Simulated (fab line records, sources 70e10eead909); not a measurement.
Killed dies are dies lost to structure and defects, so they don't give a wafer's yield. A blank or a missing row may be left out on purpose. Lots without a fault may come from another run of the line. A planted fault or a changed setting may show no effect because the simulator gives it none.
Chamber matching | flow nand_harc | NHARC_A_CONTACT_ETCH_48 on rie_diel-03: 4 sister chambers
The step etches the open film in CF4, target depth 39 nm, time 65 s. 4 wafers are shown with their chamber, then 10 later ones without.

WAFERS WITH THEIR CHAMBER
wafer  | chamber | showerhead_plenum_p_Torr (Torr)
L085.1 | 1       | 1.77
L085.4 | 3       | 1.68
L090.1 | 2       | 1.82
L090.2 | 0       | 1.75

WAFERS WITHOUT THEIR CHAMBER
wafer  | showerhead_plenum_p_Torr (Torr)
L090.4 | 1.76
L091.2 | 1.76
L091.3 | 1.82
L091.6 | 1.76
L096.1 | 1.76
L096.2 | 1.68
L096.4 | 1.75
L097.1 | 1.76
L097.2 | 1.74
L097.4 | 1.68

WHICH CHAMBER EACH WENT THROUGH
wafer  | from the rows above     | in truth
L090.4 | can't be placed: 0 or 1 | 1
L091.2 | can't be placed: 0 or 1 | 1
L091.3 | 2                       | 2
L091.6 | can't be placed: 0 or 1 | 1
L096.1 | can't be placed: 0 or 1 | 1
L096.2 | 3                       | 3
L096.4 | 0                       | 0
L097.1 | can't be placed: 0 or 1 | 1
L097.2 | 0                       | 0
L097.4 | 3                       | 3
Placed correctly: 5 of 10. Can't be placed from these rows: 5 (the true chamber is among the candidates in 5). Placed wrongly: 0.
How it was worked out, from the rows above alone: a wafer's distance from a chamber is the root of the sum, over the readings, of the square of ((its reading less the chamber's mean) divided by the reading's scatter). The wafer belongs to the nearest chamber; if the next one is less than 2 further off, it can't be placed. A chamber's mean is the mean of its shown wafers. The scatter: with one shown wafer a chamber, the root of the mean of the squares of how far each hidden wafer lies from its nearest shown one.
